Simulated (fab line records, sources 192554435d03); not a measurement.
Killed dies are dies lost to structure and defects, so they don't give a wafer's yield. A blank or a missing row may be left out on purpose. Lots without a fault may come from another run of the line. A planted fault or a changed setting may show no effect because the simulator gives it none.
Chamber matching | flow n5_finfet | N5_BEOL_M6_ETCH_61 on rie_diel-03: 4 sister chambers
The step etches SiARC in CF4, target depth 45.5 nm, time 75.8 s. 4 wafers are shown with their chamber, then 9 later ones without.

WAFERS WITH THEIR CHAMBER
wafer  | chamber | showerhead_plenum_p_Torr (Torr)
L077.4 | 3       | 2.11
L079.4 | 2       | 2.12
L079.5 | 1       | 2.11
L079.6 | 0       | 2.19

WAFERS WITHOUT THEIR CHAMBER
wafer  | showerhead_plenum_p_Torr (Torr)
L082.3 | 2.10
L082.4 | 2.10
L082.5 | 2.12
L090.1 | 2.10
L090.2 | 2.11
L090.3 | 2.10
L094.2 | 2.11
L094.3 | 2.10
L094.5 | 2.10

WHICH CHAMBER EACH WENT THROUGH
wafer  | from the rows above          | in truth
L082.3 | can't be placed: 1 or 3 or 2 | 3
L082.4 | can't be placed: 1 or 3 or 2 | 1
L082.5 | can't be placed: 2 or 1 or 3 | 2
L090.1 | can't be placed: 1 or 3 or 2 | 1
L090.2 | can't be placed: 1 or 3 or 2 | 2
L090.3 | can't be placed: 1 or 3 or 2 | 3
L094.2 | can't be placed: 1 or 3 or 2 | 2
L094.3 | can't be placed: 1 or 3 or 2 | 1
L094.5 | can't be placed: 1 or 3 or 2 | 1
Placed correctly: 0 of 9. Can't be placed from these rows: 9 (the true chamber is among the candidates in 9). Placed wrongly: 0.
How it was worked out, from the rows above alone: a wafer's distance from a chamber is the root of the sum, over the readings, of the square of ((its reading less the chamber's mean) divided by the reading's scatter). The wafer belongs to the nearest chamber; if the next one is less than 2 further off, it can't be placed. A chamber's mean is the mean of its shown wafers. The scatter: with one shown wafer a chamber, the root of the mean of the squares of how far each hidden wafer lies from its nearest shown one.
